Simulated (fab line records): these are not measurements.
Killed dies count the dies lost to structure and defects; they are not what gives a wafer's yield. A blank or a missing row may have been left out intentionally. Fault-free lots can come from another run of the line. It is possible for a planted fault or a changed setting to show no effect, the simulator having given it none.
Matching of chambers || flow n5_finfet || 4 sister chambers for N5_PMOS_HMC_CHANNEL_EPI_STRIP_33 on rie_diel-03
The step strips in N2/H2. 16 wafers are shown with their chamber, then 8 later ones without.

== WAFERS PAIRED WITH THEIR CHAMBERS ==
{"wafer": "L079.3", "chamber": 2, "showerhead_plenum_p_Torr (Torr)": 3.26, "oes_product_au (a.u.)": 0.81, "drypump_motor_current_A (A)": 5.2}
{"wafer": "L079.4", "chamber": 3, "showerhead_plenum_p_Torr (Torr)": 3.51, "oes_product_au (a.u.)": 0.73, "drypump_motor_current_A (A)": 5.9}
{"wafer": "L079.6", "chamber": 2, "showerhead_plenum_p_Torr (Torr)": 3.26, "oes_product_au (a.u.)": 0.79, "drypump_motor_current_A (A)": 5.2}
{"wafer": "L080.1", "chamber": 0, "showerhead_plenum_p_Torr (Torr)": 3.58, "oes_product_au (a.u.)": 0.90, "drypump_motor_current_A (A)": 5.3}
{"wafer": "L080.4", "chamber": 2, "showerhead_plenum_p_Torr (Torr)": 3.26, "oes_product_au (a.u.)": 0.79, "drypump_motor_current_A (A)": 5.2}
{"wafer": "L080.6", "chamber": 0, "showerhead_plenum_p_Torr (Torr)": 3.58, "oes_product_au (a.u.)": 0.89, "drypump_motor_current_A (A)": 5.3}
{"wafer": "L081.1", "chamber": 3, "showerhead_plenum_p_Torr (Torr)": 3.50, "oes_product_au (a.u.)": 0.72, "drypump_motor_current_A (A)": 5.8}
{"wafer": "L081.2", "chamber": 0, "showerhead_plenum_p_Torr (Torr)": 3.57, "oes_product_au (a.u.)": 0.89, "drypump_motor_current_A (A)": 5.3}
{"wafer": "L081.5", "chamber": 2, "showerhead_plenum_p_Torr (Torr)": 3.26, "oes_product_au (a.u.)": 0.80, "drypump_motor_current_A (A)": 5.2}
{"wafer": "L083.1", "chamber": 1, "showerhead_plenum_p_Torr (Torr)": 3.55, "oes_product_au (a.u.)": 0.84, "drypump_motor_current_A (A)": 6.0}
{"wafer": "L083.2", "chamber": 2, "showerhead_plenum_p_Torr (Torr)": 3.26, "oes_product_au (a.u.)": 0.80, "drypump_motor_current_A (A)": 5.3}
{"wafer": "L083.5", "chamber": 3, "showerhead_plenum_p_Torr (Torr)": 3.50, "oes_product_au (a.u.)": 0.73, "drypump_motor_current_A (A)": 5.9}
{"wafer": "L084.1", "chamber": 1, "showerhead_plenum_p_Torr (Torr)": 3.55, "oes_product_au (a.u.)": 0.84, "drypump_motor_current_A (A)": 6.0}
{"wafer": "L084.5", "chamber": 3, "showerhead_plenum_p_Torr (Torr)": 3.50, "oes_product_au (a.u.)": 0.72, "drypump_motor_current_A (A)": 5.9}
{"wafer": "L084.6", "chamber": 0, "showerhead_plenum_p_Torr (Torr)": 3.57, "oes_product_au (a.u.)": 0.89, "drypump_motor_current_A (A)": 5.2}
{"wafer": "L088.2", "chamber": 0, "showerhead_plenum_p_Torr (Torr)": 3.57, "oes_product_au (a.u.)": 0.88, "drypump_motor_current_A (A)": 5.3}

SIGNATURES, as means of the wafers listed above
{"reading": "showerhead_plenum_p_Torr", "chamber 0": 3.5740, "chamber 1": 3.5500, "chamber 2": 3.2600, "chamber 3": 3.5025, "scatter within a chamber": 0.00403}
{"reading": "oes_product_au", "chamber 0": 0.8900, "chamber 1": 0.8400, "chamber 2": 0.7980, "chamber 3": 0.7250, "scatter within a chamber": 0.00695}
{"reading": "drypump_motor_current_A", "chamber 0": 5.280, "chamber 1": 6.000, "chamber 2": 5.220, "chamber 3": 5.875, "scatter within a chamber": 0.0443}
Rule: a wafer's distance from a chamber is the root of the sum, over the readings, of the square of ((its reading less the chamber's mean) divided by the reading's scatter). The wafer belongs to the nearest chamber; if the next one is less than 2 further off, it can't be placed. The scatter: take each reading less its chamber's mean, square it, sum over the shown wafers, divide by the number of wafers less the number of chambers, and take the root.

== WAFERS WHOSE CHAMBER IS MISSING ==
{"wafer": "L088.5", "showerhead_plenum_p_Torr (Torr)": 3.57, "oes_product_au (a.u.)": 0.87, "drypump_motor_current_A (A)": 5.2}
{"wafer": "L088.6", "showerhead_plenum_p_Torr (Torr)": 3.55, "oes_product_au (a.u.)": 0.83, "drypump_motor_current_A (A)": 6.0}
{"wafer": "L090.2", "showerhead_plenum_p_Torr (Torr)": 3.49, "oes_product_au (a.u.)": 0.70, "drypump_motor_current_A (A)": 5.9}
{"wafer": "L090.3", "showerhead_plenum_p_Torr (Torr)": 3.57, "oes_product_au (a.u.)": 0.87, "drypump_motor_current_A (A)": 5.3}
{"wafer": "L090.4", "showerhead_plenum_p_Torr (Torr)": 3.55, "oes_product_au (a.u.)": 0.83, "drypump_motor_current_A (A)": 6.0}
{"wafer": "L093.1", "showerhead_plenum_p_Torr (Torr)": 3.25, "oes_product_au (a.u.)": 0.77, "drypump_motor_current_A (A)": 5.2}
{"wafer": "L093.2", "showerhead_plenum_p_Torr (Torr)": 3.49, "oes_product_au (a.u.)": 0.70, "drypump_motor_current_A (A)": 5.9}
{"wafer": "L093.3", "showerhead_plenum_p_Torr (Torr)": 3.54, "oes_product_au (a.u.)": 0.81, "drypump_motor_current_A (A)": 6.0}

== WHICH CHAMBER EACH WENT THROUGH ==
{"wafer": "L088.5", "from the rows above": 0, "in truth": 0}
{"wafer": "L088.6", "from the rows above": 1, "in truth": 1}
{"wafer": "L090.2", "from the rows above": 3, "in truth": 3}
{"wafer": "L090.3", "from the rows above": 0, "in truth": 0}
{"wafer": "L090.4", "from the rows above": 1, "in truth": 1}
{"wafer": "L093.1", "from the rows above": 2, "in truth": 2}
{"wafer": "L093.2", "from the rows above": 3, "in truth": 3}
{"wafer": "L093.3", "from the rows above": 1, "in truth": 1}
Correct placement for 8 of the 8. Number that these rows cannot place: 0. Wrongly placed: 0.
